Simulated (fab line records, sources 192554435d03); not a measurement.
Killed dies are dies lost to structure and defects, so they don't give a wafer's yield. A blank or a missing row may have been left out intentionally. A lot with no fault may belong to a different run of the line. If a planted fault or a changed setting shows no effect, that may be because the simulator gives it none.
fab line records	flow n5Finfet
[record] lots = 7	wafers = 19	lastDay = 21
route steps=1938 shown BEOL_M12@1636 PASSIVATION@1936
lots that met no fault: taken from a fault-free run of the same line
startH: hours from the record's opening day to when the first of the lot's shown wafers began	waitH: hours since the lot's step before	" the same as in the row above	L1.1+2: one row covering several wafers at once	- no value, or no start given	* or withheld: withheld	< > ~ a bound
route shown NAME@n: names a module that has steps shown in the file, with the first one's number in the route	usual: the fault-free wafers' mean and standard deviation	same: alike in all rows	chamber/n: place in a boat	sites: the reading at each site	_std_site: the standard deviation of these	_edge_site: the outer-site mean with the inner-site mean subtracted	radiusMm: how far each site lies from the wafer's centre	mask NAME#n: copy n	behind: the tool/chamber that last shaped the wafer	hold: reason for holding the lot/hours on hold/outcome of the hold	device: whichever transistor did not switch (one of n, p or np)	end of line: at the end of the route, the tests of the same wafers	for a step that has no rows: nothing shown but its recipe	killed: count of dies lost to structure and defects at first sort (not the wafer's yield)	map: shows each die of a wafer: x if killed, . if not, _ if none is there
set.NAME: the setting as run; set.NAME@STEP: as run at that earlier step	model.NAME: the simulator's own value behind a step, which no gauge read
lots at some steps of the route; a table a step, a row a wafer
services: from which hour (startH, from the record's first day; less than 0 if before it) a tool's chamber was out of use, for how many hours, and why
[[steps]]
[step N5_BEOL_M12_ETCH_67]
[recipe] chemistry = CF4	target = SiARC	targetDepthA = 1430	timeS = 238.3	ionEnergyEv = 80	pressureMtorr = 40	sourceW = 545	biasW = 36	Ar_flow_sccm = 100	cf4FlowSccm = 100	ends = cleared
[step N5_BEOL_M12_ETCH_68]
[recipe] chemistry = N2/H2	target = SOC	maskMaterial = SiARC	sourceW = 3000	biasW = 350	tempC = 40	timeS = 285	ionEnergyEv = 200	pressureMtorr = 30	n2FlowSccm = 200	h2FlowSccm = 200
[step N5_BEOL_M12_STRIP_69]
[recipe] chemistry = N2/H2	tempC = 40	n2FlowSccm = 200	h2FlowSccm = 200	rfFrequencyHz = 6e+07
[step N5_BEOL_M12_TRENCH_ETCH_34]
[recipe] chemistry = C4F8/O2/Ar	target = SiOC	targetDepthA = 3189.5	maskMaterial = SOC	pressureMtorr = 30	sourceW = 3000	biasW = 700	Ar_flow_sccm = 400	C4F8_flow_sccm = 15	O2_flow_sccm = 8	heInnerTorr = 15	heOuterTorr = 30	timeS = 125.5	ionEnergyEv = 250
[usual] drypumpMotorCurrentA = 6.0/0.39	heOuterTorr = 30.00/0.064	mfcArSccm = 400.0/1.3	oesProductAu = 0.81/0.081	rfFwdPowerW = 2989/10	rfVppV = 666.1/2.7	showerheadPlenumPTorr = 3.43/0.11	throttleValvePct = 24.09/0.23
lot.wafer	tool	chamber	startH	waitH	drypumpMotorCurrentA	heOuterTorr	mfcArSccm	oesProductAu	rfFwdPowerW	rfHoursCounterH	rfVppV	showerheadPlenumPTorr	throttleValvePct
L136.3	rieDiel-01	0	371.34	0.0	6.2	29.96	400.3	0.75	2983	154	668.8	3.59	24.40
L136.4	"	0	"	"	6.2	30.24	399.1	0.75	2979	-	667.4	3.59	24.38
L136.6	"	1	"	"	6.0	30.06	401.4	0.87	2996	-	664.5	3.31	24.07
L138.2	rieDiel-01	1	379.11	0.0	5.9	30.04	398.8	0.86	3010	50	663.3	3.30	24.07
L138.4	"	1	"	"	5.9	29.98	399.1	0.86	3008	-	663.5	3.30	24.07
L137.2	rieDiel-05	3	389.29	0.0	6.7	29.97	400.9	0.77	3008	105	669.4	3.60	24.22
L137.4	"	2	"	"	5.7	29.93	401.2	0.76	2982	127	666.8	3.40	23.99
L142.3	rieDiel-04	0	405.96	0.0	5.1	29.92	397.7	0.85	2977	52	663.3	3.29	23.94
L142.4	"	1	"	"	6.3	30.09	399.0	0.83	2982	87	665.6	3.48	24.45
L142.6	"	3	"	"	5.7	30.06	398.4	0.90	2993	-	666.0	3.43	23.78
L145.1	rieDiel-01	2	424.12	0.0	5.6	29.94	398.7	0.90	2984	23	663.2	3.35	23.85
L145.2	"	3	"	"	6.4	30.03	399.0	0.96	2973	6	664.1	3.34	23.67
L145.4	"	3	"	"	6.4	30.04	398.3	0.95	2978	-	663.8	3.34	23.68
L149.2	rieDiel-01	0	458.55	0.0	6.2	29.97	399.6	0.72	2997	195	667.3	3.57	24.45
L149.3	"	1	"	"	5.9	30.06	403.7	0.82	2993	82	662.8	3.29	24.11
L149.4	"	3	"	"	6.5	30.06	400.0	0.94	2986	16	664.2	3.33	23.68
L150.1	rieDiel-01	1	469.34	0.0	6.0	29.99	398.5	0.81	2989	86	661.6	3.29	24.11
L150.4	"	3	"	"	6.5	29.91	399.9	0.92	2965	-	662.5	3.33	23.69
L150.5	"	0	"	"	6.2	29.96	399.8	0.71	2988	-	666.8	3.56	24.43
[step N5_BEOL_M12_STRIP_70]
[recipe] chemistry = C4F8/O2/Ar	resist = SiARC	rfFrequencyHz = 6e+07
[step N5_BEOL_M12_OCD_MEAS_35]
[usual] trenchDepthNm = 320/6.4
lot.wafer	tool	chamber	startH	waitH	trenchDepthNm
L136.3	ocd-01	-	371.49	0.0	318
L136.4	"	-	"	"	315
L136.6	"	-	"	"	331
L138.2	ocd-01	-	379.26	0.0	329
L138.4	"	-	"	"	332
L137.2	ocd-01	-	389.45	0.0	317
L137.4	"	-	"	"	314
L142.3	ocd-02	-	406.12	0.0	319
L142.4	"	-	"	"	319
L142.6	"	-	"	"	326
L145.1	ocd-01	-	424.27	0.0	320
L145.2	"	-	"	"	317
L145.4	"	-	"	"	317
L149.2	ocd-01	-	458.70	0.0	317
L149.3	"	-	"	"	327
L149.4	"	-	"	"	324
L150.1	ocd-02	-	469.49	0.0	327
L150.4	"	-	"	"	321
L150.5	"	-	"	"	314
[step N5_BEOL_M12_STRIP_37]
[recipe] chemistry = N2/H2	powerW = 1000	tempC = 250	h2Frac = 0.65	overashFraction = 0.3	pressureMtorr = withheld	n2FlowSccm = 1750	h2FlowSccm = 3250
[usual] drypumpMotorCurrentA = 6.03/0.29	heaterPowerW = 311/15	oesProductAu = 0.791/0.0098
lot.wafer	tool	chamber	startH	waitH	drypumpMotorCurrentA	heaterPowerW	oesProductAu	rfHoursCounterH
L136.3	plasmaAsher-01	1	371.55	0.1	5.74	327	0.797	-
L136.4	"	0	"	"	6.23	311	0.790	-
L136.6	"	1	"	"	5.72	325	0.787	-
L138.2	plasmaAsher-01	0	379.30	0.0	6.20	309	0.784	124
L138.4	"	0	"	"	6.22	311	0.782	-
L137.2	plasmaAsher-02	1	389.49	0.0	6.41	305	0.779	114
L137.4	"	1	"	"	6.42	318	0.784	-
L142.3	plasmaAsher-01	1	406.17	0.1	5.73	339	0.794	-
L142.4	"	0	"	"	6.22	308	0.803	-
L142.6	"	1	"	"	5.74	333	0.795	-
L145.1	plasmaAsher-02	1	424.32	0.0	6.40	322	0.789	122
L145.2	"	0	"	"	5.76	281	0.799	122
L145.4	"	1	"	"	6.41	316	0.792	-
L149.2	plasmaAsher-01	1	458.74	0.0	5.71	339	0.803	140
L149.3	"	0	"	"	6.22	300	0.800	-
L149.4	"	1	"	"	5.75	329	0.782	-
L150.1	plasmaAsher-02	1	469.53	0.0	6.43	309	0.773	132
L150.4	"	1	"	"	6.45	309	0.784	-
L150.5	"	0	"	"	5.76	295	0.788	-
[step N5_BEOL_M12_ETCH_38]
[recipe] chemistry = CF4/N2	target = SiCN	targetDepthA = 687	taperDeg = 2	timeS = 73.4	ionEnergyEv = 150	maskMaterial = SiO2	pressureMtorr = 40	sourceW = 430	biasW = 70	Ar_flow_sccm = 100	cf4FlowSccm = 60	n2FlowSccm = 60
[step N5_BEOL_M12_PRECLEAN_39]
[recipe] chemistry = residueRemover	timeS = 60	tempC = 40
[step N5_BEOL_M12_SRD_40]
[recipe] timeS = 30	tempC = 23	rinseLiquid = diw	dry = n2Spin	spinRpm = 1500	dryTimeS = 30
[step N5_BEOL_M12_DEGAS_41]
[recipe] ambient = vacuum	tempC = 250	timeS = 60
[step N5_BEOL_M12_PRE_CLEAN_42]
[recipe] gas = H2/He	timeS = 30	tempC = 250
[usual] heaterPowerW = 331/44
lot.wafer	tool	chamber	startH	waitH	heaterPowerW
L136.3	pvdSputter-02	-	372.30	0.0	275
L136.4	"	-	"	"	402
L136.6	"	-	"	"	322
L138.2	pvdSputter-02	-	381.54	0.0	315
L138.4	"	-	"	"	416
L137.2	pvdSputter-02	-	391.78	0.0	408
L137.4	"	-	"	"	313
L142.3	pvdSputter-03	-	413.72	0.0	336
L142.4	"	-	"	"	313
L142.6	"	-	"	"	400
L145.1	pvdSputter-01	-	425.20	0.0	396
L145.2	"	-	"	"	315
L145.4	"	-	"	"	279
L149.2	pvdSputter-02	-	460.14	0.0	311
L149.3	"	-	"	"	267
L149.4	"	-	"	"	308
L150.1	pvdSputter-01	-	471.52	0.0	309
L150.4	"	-	"	"	410
L150.5	"	-	"	"	301
[step N5_BEOL_M12_SPUTTER_43]
[recipe] material = TaN	targetThkA = 150	tempC = 50	biasV = 168.6	powerW = 15000	chamberPressurePa = 0.12	timeS = 24.19
[usual] cathodeDcPowerW = 15000/2.6	throttleValvePct = 30.1/1.1
lot.wafer	tool	chamber	startH	waitH	cathodeDcPowerW	throttleValvePct	model.TaN_of_BEOL_M12_SPUTTER_43.thkNm
L136.3	pvdSputter-02	-	372.34	0.0	14997	29.2	15.2
L136.4	"	-	"	"	15000	30.5	11.6
L136.6	"	-	"	"	15001	30.4	14.6
L138.2	pvdSputter-02	-	381.58	0.0	14997	30.5	11.6
L138.4	"	-	"	"	15000	30.5	11.2
L137.2	pvdSputter-02	-	391.82	0.0	15004	30.6	11.4
L137.4	"	-	"	"	15000	30.5	11.2
L142.3	pvdSputter-03	-	413.76	0.0	14998	32.0	15
L142.4	"	-	"	"	15000	29.0	14.8
L142.6	"	-	"	"	14998	29.8	15.2
L145.1	pvdSputter-01	-	425.24	0.0	15004	31.7	14.8
L145.2	"	-	"	"	15001	28.7	15.2
L145.4	"	-	"	"	14999	29.8	15
L149.2	pvdSputter-02	-	460.18	0.0	14998	30.4	14.8
L149.3	"	-	"	"	15000	28.9	15.2
L149.4	"	-	"	"	14999	30.3	15
L150.1	pvdSputter-01	-	471.56	0.0	14998	28.7	15.4
L150.4	"	-	"	"	14999	31.8	15
L150.5	"	-	"	"	14998	31.4	15
[step N5_BEOL_M12_SPUTTER_44]
[recipe] material = Ta	targetThkA = 100	tempC = 50	biasV = 80	powerW = 15000	chamberPressurePa = 0.07	timeS = 16.13
[usual] cathodeDcPowerW = 15000/2.7	throttleValvePct = 30.1/1.2
lot.wafer	tool	chamber	startH	waitH	cathodeDcPowerW	throttleValvePct
L136.3	pvdSputter-02	-	372.42	0.0	14997	29.0
L136.4	"	-	"	"	15001	30.6
L136.6	"	-	"	"	15000	30.3
L138.2	pvdSputter-02	-	381.66	0.0	14999	30.4
L138.4	"	-	"	"	15003	30.7
L137.2	pvdSputter-02	-	391.90	0.0	14997	30.6
L137.4	"	-	"	"	15003	30.6
L142.3	pvdSputter-03	-	413.84	0.0	15003	32.3
L142.4	"	-	"	"	14995	28.7
L142.6	"	-	"	"	14998	30.0
L145.1	pvdSputter-01	-	425.32	0.0	14996	32.0
L145.2	"	-	"	"	14998	28.5
L145.4	"	-	"	"	14996	30.0
L149.2	pvdSputter-02	-	460.26	0.0	15002	30.4
L149.3	"	-	"	"	14999	28.7
L149.4	"	-	"	"	15001	30.4
L150.1	pvdSputter-01	-	471.64	0.0	15001	28.9
L150.4	"	-	"	"	15000	31.9
L150.5	"	-	"	"	15000	31.4
[step N5_BEOL_M12_SPUTTER_45]
[recipe] material = Cu	targetThkA = 800	tempC = -20	biasV = 60	powerW = 26000	chamberPressurePa = 0.13	timeS = 13.33
[step N5_BEOL_M12_ECD_47]
[recipe] material = Cu	targetThkA = 7200
[step N5_BEOL_M12_ANNEAL_48]
[recipe] tempC = 225	timeS = 90	ambient = N2
[usual] wafer_temp_C_max = 225.83/0.23
lot.wafer	tool	chamber	startH	waitH	wafer_temp_C_max
L136.3	rtpAnneal-02	0	372.90	0.2	225.71
L136.4	"	0	"	"	226.02
L136.6	"	0	"	"	225.68
L138.2	rtpAnneal-01	0	382.45	0.6	225.76
L138.4	"	0	"	"	225.99
L137.2	rtpAnneal-01	0	392.29	0.2	225.96
L137.4	"	0	"	"	226.29
L142.3	rtpAnneal-02	0	414.27	0.2	225.55
L142.4	"	0	"	"	225.83
L142.6	"	0	"	"	225.92
L145.1	rtpAnneal-02	0	425.82	0.3	226.19
L145.2	"	0	"	"	225.85
L145.4	"	0	"	"	225.63
L149.2	rtpAnneal-02	0	460.64	0.1	226.02
L149.3	"	0	"	"	225.87
L149.4	"	0	"	"	225.39
L150.1	rtpAnneal-01	0	472.53	0.6	225.45
L150.4	"	0	"	"	226.07
L150.5	"	0	"	"	225.76
[step N5_BEOL_M12_CMP_49]
[recipe] stopOn = SiOC	tOverpolishS = 20.6	downForcePsi = 1	platenRpm = 50	clearingPlatenDownForcePsi = 1.5	clearingPlatenRpm = 50	postCmpClean = cuAlkaline	targetThkNm = 320	clearingPlatenPadVelocityMS = 0.99484	padVelocityMS = 0.99484
[usual] barrierFieldEndpointS = 30.5/0.91	motorCurrentA = 5.8/0.63	platenRpm = 50.00/0.035
lot.wafer	tool	chamber	startH	waitH	barrierFieldEndpointS	motorCurrentA	platenRpm
L136.3	cmp-01	1	373.25	0.3	31.8	6.4	49.98
L136.4	"	3	"	"	25.9	5.0	50.02
L136.6	"	0	"	"	31.4	6.4	49.99
L138.4	cmp-02	1	382.74	0.2	25.9	5.2	49.98
L138.2	"	3	"	"	27.2	6.2	50.02
L137.2	cmp-02	1	392.58	0.2	26.0	5.2	50.02
L137.4	"	3	"	"	26.3	6.2	49.99
L142.3	cmp-04	3	414.51	0.2	29.8	6.0	49.94
L142.4	"	1	"	"	28.9	6.7	49.98
L142.6	"	2	"	"	30.6	5.4	49.97
L145.2	cmp-01	3	426.11	0.2	30.2	4.9	50.00
L145.4	"	1	"	"	32.1	6.7	50.01
L145.1	"	2	"	"	30.2	5.6	50.07
L149.3	cmp-02	1	460.90	0.2	29.1	5.3	49.90
L149.4	"	2	"	"	29.5	4.6	50.01
L149.2	"	3	"	"	30.2	5.9	50.00
L150.4	cmp-01	1	472.85	0.1	31.8	6.6	50.04
L150.1	"	3	"	"	30.1	5.1	49.97
L150.5	"	1	"	"	31.2	7.0	50.00
[step N5_BEOL_M12_THK_MEAS_50]
[recipe] thkMeasGauge = xrf	reads = Cu_of_BEOL_M12_ECD_47
[usual] M12_THK = 310/6.4
lot.wafer	tool	chamber	startH	waitH	M12_THK[nm]
L136.3	filmMetro-02	-	373.50	-	311
L136.4	"	-	"	"	310
L136.6	"	-	"	"	323
L138.2	filmMetro-02	-	383.00	-	321
L138.4	"	-	"	"	322
L137.2	filmMetro-02	-	392.84	-	308
L137.4	"	-	"	"	307
L142.3	filmMetro-02	-	414.77	-	312
L142.4	"	-	"	"	309
L142.6	"	-	"	"	320
L145.1	filmMetro-02	-	426.41	-	313
L145.2	"	-	"	"	310
L145.4	"	-	"	"	312
L149.2	filmMetro-01	-	461.19	-	308
L149.3	"	-	"	"	316
L149.4	"	-	"	"	315
L150.1	filmMetro-02	-	473.14	-	313
L150.4	"	-	"	"	311
L150.5	"	-	"	"	305
[step N5_PASSIVATION_PROBE_49]
[usual] defectLimitedYield = 91.1/1.4	killed_at_M0_to_M3 = 34/9.6	killed_at_M4_up = 15/5.3	killedAtContacts = 12/6.1	killedAtFrontEnd = 40/11	killedAtOther = 3.5/2.8	killedDies = 105/17	killedOpen = 70/12	killedShort = 34/7.7	sort_bin_5_function = 5.2/0.97	sort_bin_6_memory = 3.4/0.62	sortNPass = 1075/17	sortYieldPct = 91.1/1.4
[same] grossDies = 1180	killedAtBackSide = 0	sort_bin_4_leakage[%] = 0	sort_bin_8_speed[%] = 0
lot.wafer	tool	chamber	startH	waitH	defectLimitedYield[%]	killed_at_M0_to_M3	killed_at_M4_up	killedAtContacts	killedAtFrontEnd	killedAtOther	killedDies	killedOpen	killedShort	sort_bin_5_function[%]	sort_bin_6_memory[%]	sortNPass	sortYieldPct[%]
L138.4	prober-01	-	420.67	0.2	90.7	40	16	7	44	3	110	67	33	5.3	3.0	1070	90.7
L142.3	prober-01	-	450.49	0.1	94.1	26	4	6	32	2	70	47	21	3.6	2.0	1110	94.1
L142.4	prober-01	-	450.54	0.2	91.4	22	13	7	54	6	102	65	31	4.7	3.5	1078	91.4
L142.6	prober-01	-	450.64	0.3	91.4	42	9	17	33	1	102	70	27	4.8	3.7	1078	91.4
// killed by level:class
L138.4 FIN_SAQP:geometricParticle:open=11 HKMG_FIN:areaEtch=10 FIN_SAQP:geometricParticle:short=9 BEOL_M1:geometricParticle:open=9 BEOL_M0_SAQP:geometricParticle:open=9 MOL_CONTACT_COAG:geometricParticle:open=6 BEOL_M4:geometricParticle:open=6 BEOL_M0_SAQP:geometricParticle:short=6
L142.3 BEOL_M2:geometricParticle:open=7 FIN_SAQP:geometricParticle:short=7 DUMMY_GATE:geometricParticle:open=5 MOL_CONTACT_COAG:geometricParticle:open=5 STARTING-WAFER:geometricParticle:open=5 FIN_SAQP:geometricParticle:open=4 STI_FIN_REVEAL:geometricParticle:open=4 BEOL_M1:geometricParticle:open=4
L142.4 FIN_SAQP:geometricParticle:short=15 FIN_SAQP:geometricParticle:open=12 STI_FIN_REVEAL:geometricParticle:open=10 BEOL_M2:geometricParticle:open=8 BEOL_M4:geometricParticle:open=8 MOL_CONTACT_COAG:geometricParticle:open=6 BEOL_M1:geometricParticle:open=5 HKMG_FIN:areaEtch=5
L142.6 MOL_CONTACT_COAG:geometricParticle:open=16 BEOL_M1:geometricParticle:open=10 BEOL_M0_SAQP:geometricParticle:short=8 BEOL_M2:geometricParticle:open=8 FIN_SAQP:geometricParticle:open=7 BEOL_M3:geometricParticle:open=7 FIN_SAQP:geometricParticle:short=6 STI_FIN_REVEAL:geometricParticle:open=5
[[services]]
tool	chamber	startH	hours	kind
rieDiel-01	2	354.43	-	clean
rieDiel-01	2	354.43	-	consumableReplace:focusRing
rieDiel-01	2	354.43	23.2	scheduledDown
rieDiel-01	2	354.43	23.2	ventCycle
rieDiel-05	0	359.21	8.0	repair
rieDiel-01	3	377.91	-	clean
rieDiel-01	3	377.91	-	consumableReplace:focusRing
rieDiel-01	3	377.91	30.8	scheduledDown
rieDiel-01	3	377.91	30.8	ventCycle
cmp-01	-	380.94	0.4	repair
cmp-02	-	395.74	0.8	repair
pvdSputter-02	-	409.67	7.3	repair
cmp-01	-	410.01	7.3	pm
rieDiel-05	-	410.63	0.9	repair
cmp-01	-	422.39	0.8	repair
pvdSputter-01	-	426.95	3.4	repair
cmp-02	-	427.15	0.5	repair
rieDiel-01	3	432.33	4.8	repair
cmp-04	-	446.71	10.9	repair
rieDiel-05	1	452.35	1.3	repair
cmp-01	-	459.46	0.5	repair
cmp-01	-	460.55	7.4	pm
rieDiel-04	3	460.95	2.6	repair
rieDiel-01	2	468.26	16.2	repair
[[key]]
[firstSign] step = N5_BEOL_M12_CMP_49	reading = barrierFieldEndpointS	direction = down	sigmas = 4.7	usual = 30.5	struck = 26.3
effect none on later readings
[modelEffect] step = N5_BEOL_M12_SPUTTER_43	value = TaN_of_BEOL_M12_SPUTTER_43.thkNm	without = 14.72	struck = 11.4
metAt N5_BEOL_M12_SPUTTER_43
struckWafers L136.4,L137.2,L137.4,L138.2,L138.4
[baselineLoss] step = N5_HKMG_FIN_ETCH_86	wafers = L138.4
[fault] kind = processParameterDrift	tool = pvdSputter-02	chamber = -	onsetH = 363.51	steps = N5_BEOL_M12_SPUTTER_43	channel = timeS	offset = *	shape = step	endH = 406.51	scope = struckWafersOnly	actsIn = *	stated = *
// baselineLoss: these wafers lose ten dies or more at that step, a loss of the line's own and not of a fault; the sort's usual values leave them out
